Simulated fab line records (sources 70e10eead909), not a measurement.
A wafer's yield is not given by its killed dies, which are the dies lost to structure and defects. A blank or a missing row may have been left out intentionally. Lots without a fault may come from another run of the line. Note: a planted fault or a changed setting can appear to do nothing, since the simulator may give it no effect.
Matching of chambers / flow nand-harc / 3 sister chambers for NHARC_A_ZERO_WELL_ETCH_13 on rie-si-04
The step etches the open film in HBr/Cl2, target depth 120 nm, time 40.1 s. 6 wafers are shown with their chamber, then 6 later ones without.

== WAFERS PAIRED WITH THEIR CHAMBERS ==
wafer=L080.6; chamber=3; drypump-motor-current-A (A)=5.5; oes-product-au (a.u.)=1.005
wafer=L081.5; chamber=0; drypump-motor-current-A (A)=5.6; oes-product-au (a.u.)=0.984
wafer=L086.1; chamber=2; drypump-motor-current-A (A)=6.0; oes-product-au (a.u.)=0.992
wafer=L086.2; chamber=3; drypump-motor-current-A (A)=5.5; oes-product-au (a.u.)=1.000
wafer=L086.4; chamber=0; drypump-motor-current-A (A)=5.5; oes-product-au (a.u.)=0.993
wafer=L092.1; chamber=2; drypump-motor-current-A (A)=6.0; oes-product-au (a.u.)=0.991

== WAFERS WHOSE CHAMBER IS MISSING ==
wafer=L092.3; drypump-motor-current-A (A)=5.6; oes-product-au (a.u.)=1.010
wafer=L095.3; drypump-motor-current-A (A)=6.0; oes-product-au (a.u.)=0.999
wafer=L095.5; drypump-motor-current-A (A)=5.6; oes-product-au (a.u.)=1.005
wafer=L095.6; drypump-motor-current-A (A)=5.5; oes-product-au (a.u.)=0.996
wafer=L096.1; drypump-motor-current-A (A)=6.0; oes-product-au (a.u.)=0.991
wafer=L096.6; drypump-motor-current-A (A)=5.5; oes-product-au (a.u.)=1.005

== WHICH CHAMBER EACH WENT THROUGH ==
wafer=L092.3; from the rows above=3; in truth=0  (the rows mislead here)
wafer=L095.3; from the rows above=2; in truth=2
wafer=L095.5; from the rows above=can't be placed: 3 or 0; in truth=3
wafer=L095.6; from the rows above=can't be placed: 3 or 0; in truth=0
wafer=L096.1; from the rows above=2; in truth=2
wafer=L096.6; from the rows above=3; in truth=3
Correct placement for 3 of the 6. Cannot be placed on the basis of these rows: 2; the candidates contain the true chamber in 2. 1 placed wrongly.
How it was worked out, from the rows above alone: a wafer's distance from a chamber is the root of the sum, over the readings, of the square of ((its reading less the chamber's mean) divided by the reading's scatter). The wafer belongs to the nearest chamber; if the next one is less than 2 further off, it can't be placed. The mean given for a chamber averages the wafers shown for that chamber. How the scatter is found: for the shown wafers, subtract from each reading the mean of its chamber, square and add these, divide the total by (wafers less chambers), then take the root.
